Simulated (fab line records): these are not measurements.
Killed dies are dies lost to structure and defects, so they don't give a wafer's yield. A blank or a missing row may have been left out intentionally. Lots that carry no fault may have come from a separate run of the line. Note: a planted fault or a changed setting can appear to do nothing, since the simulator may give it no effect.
Chamber matching :: flow nand harc :: NHARC_A_M0_DESCUM_14 on rie diel-03: 4 sister chambers
The step chemistry O2, time 3 s. 20 wafers are shown with their chamber, then 10 later ones without.

## EACH WAFER AND ITS CHAMBER
wafer: L076.4
chamber: 0
showerhead plenum p Torr (Torr): 2.05
drypump motor current A (A): 4.9
o2 flow sccm (sccm): 198.6

wafer: L076.5
chamber: 3
showerhead plenum p Torr (Torr): 1.88
drypump motor current A (A): 5.2
o2 flow sccm (sccm): 200.7

wafer: L076.6
chamber: 1
showerhead plenum p Torr (Torr): 1.94
drypump motor current A (A): 5.4
o2 flow sccm (sccm): 201.3

wafer: L074.2
chamber: 0
showerhead plenum p Torr (Torr): 2.05
drypump motor current A (A): 4.9
o2 flow sccm (sccm): 200.2

wafer: L074.4
chamber: 1
showerhead plenum p Torr (Torr): 1.94
drypump motor current A (A): 5.5
o2 flow sccm (sccm): 200.9

wafer: L074.6
chamber: 3
showerhead plenum p Torr (Torr): 1.88
drypump motor current A (A): 5.3
o2 flow sccm (sccm): 200.6

wafer: L077.1
chamber: 2
showerhead plenum p Torr (Torr): 2.02
drypump motor current A (A): 5.7
o2 flow sccm (sccm): 200.6

wafer: L077.3
chamber: 3
showerhead plenum p Torr (Torr): 1.88
drypump motor current A (A): 5.2
o2 flow sccm (sccm): 199.9

wafer: L077.5
chamber: 2
showerhead plenum p Torr (Torr): 2.02
drypump motor current A (A): 5.7
o2 flow sccm (sccm): 200.8

wafer: L082.1
chamber: 3
showerhead plenum p Torr (Torr): 1.88
drypump motor current A (A): 5.3
o2 flow sccm (sccm): 200.5

wafer: L082.2
chamber: 0
showerhead plenum p Torr (Torr): 2.05
drypump motor current A (A): 4.9
o2 flow sccm (sccm): 199.5

wafer: L082.4
chamber: 2
showerhead plenum p Torr (Torr): 2.02
drypump motor current A (A): 5.7
o2 flow sccm (sccm): 199.2

wafer: L084.1
chamber: 2
showerhead plenum p Torr (Torr): 2.02
drypump motor current A (A): 5.7
o2 flow sccm (sccm): 200.6

wafer: L084.2
chamber: 0
showerhead plenum p Torr (Torr): 2.04
drypump motor current A (A): 4.9
o2 flow sccm (sccm): 199.6

wafer: L084.3
chamber: 1
showerhead plenum p Torr (Torr): 1.94
drypump motor current A (A): 5.5
o2 flow sccm (sccm): 200.0

wafer: L083.1
chamber: 3
showerhead plenum p Torr (Torr): 1.88
drypump motor current A (A): 5.2
o2 flow sccm (sccm): 199.7

wafer: L083.2
chamber: 2
showerhead plenum p Torr (Torr): 2.02
drypump motor current A (A): 5.7
o2 flow sccm (sccm): 199.7

wafer: L083.3
chamber: 1
showerhead plenum p Torr (Torr): 1.94
drypump motor current A (A): 5.4
o2 flow sccm (sccm): 201.0

wafer: L089.1
chamber: 0
showerhead plenum p Torr (Torr): 2.04
drypump motor current A (A): 4.9
o2 flow sccm (sccm): 200.1

wafer: L089.4
chamber: 3
showerhead plenum p Torr (Torr): 1.88
drypump motor current A (A): 5.2
o2 flow sccm (sccm): 199.5

SIGNATURES (averages over the wafers above)
reading: showerhead plenum p Torr
chamber 0: 2.0460
chamber 1: 1.9400
chamber 2: 2.0200
chamber 3: 1.8800
scatter within a chamber: 0.00274

reading: drypump motor current A
chamber 0: 4.900
chamber 1: 5.450
chamber 2: 5.700
chamber 3: 5.233
scatter within a chamber: 0.0382

reading: o2 flow sccm
chamber 0: 199.600
chamber 1: 200.800
chamber 2: 200.180
chamber 3: 200.150
scatter within a chamber: 0.602
Rule: a wafer's distance from a chamber is the root of the sum, over the readings, of the square of ((its reading less the chamber's mean) divided by the reading's scatter). The wafer belongs to the nearest chamber; if the next one is less than 2 further off, it can't be placed. How the scatter is found: for the shown wafers, subtract from each reading the mean of its chamber, square and add these, divide the total by (wafers less chambers), then take the root.

## WAFERS WITHOUT THEIR CHAMBER
wafer: L089.5
showerhead plenum p Torr (Torr): 2.04
drypump motor current A (A): 4.8
o2 flow sccm (sccm): 200.3

wafer: L091.1
showerhead plenum p Torr (Torr): 2.04
drypump motor current A (A): 4.8
o2 flow sccm (sccm): 200.5

wafer: L091.4
showerhead plenum p Torr (Torr): 1.88
drypump motor current A (A): 5.2
o2 flow sccm (sccm): 199.8

wafer: L091.5
showerhead plenum p Torr (Torr): 1.94
drypump motor current A (A): 5.4
o2 flow sccm (sccm): 199.6

wafer: L096.2
showerhead plenum p Torr (Torr): 2.04
drypump motor current A (A): 4.9
o2 flow sccm (sccm): 200.2

wafer: L096.4
showerhead plenum p Torr (Torr): 1.93
drypump motor current A (A): 5.5
o2 flow sccm (sccm): 200.3

wafer: L096.5
showerhead plenum p Torr (Torr): 2.02
drypump motor current A (A): 5.7
o2 flow sccm (sccm): 199.0

wafer: L097.1
showerhead plenum p Torr (Torr): 1.88
drypump motor current A (A): 5.2
o2 flow sccm (sccm): 199.5

wafer: L097.2
showerhead plenum p Torr (Torr): 2.02
drypump motor current A (A): 5.7
o2 flow sccm (sccm): 200.0

wafer: L097.3
showerhead plenum p Torr (Torr): 1.93
drypump motor current A (A): 5.4
o2 flow sccm (sccm): 199.6

## WHICH CHAMBER EACH ONE RAN IN
wafer: L089.5
from the rows above: 0
in truth: 0

wafer: L091.1
from the rows above: 0
in truth: 0

wafer: L091.4
from the rows above: 3
in truth: 3

wafer: L091.5
from the rows above: 1
in truth: 1

wafer: L096.2
from the rows above: 0
in truth: 0

wafer: L096.4
from the rows above: 1
in truth: 1

wafer: L096.5
from the rows above: 2
in truth: 2

wafer: L097.1
from the rows above: 3
in truth: 3

wafer: L097.2
from the rows above: 2
in truth: 2

wafer: L097.3
from the rows above: 1
in truth: 1
10 of 10 placed correctly. Number that these rows cannot place: 0. Number placed wrongly: 0.
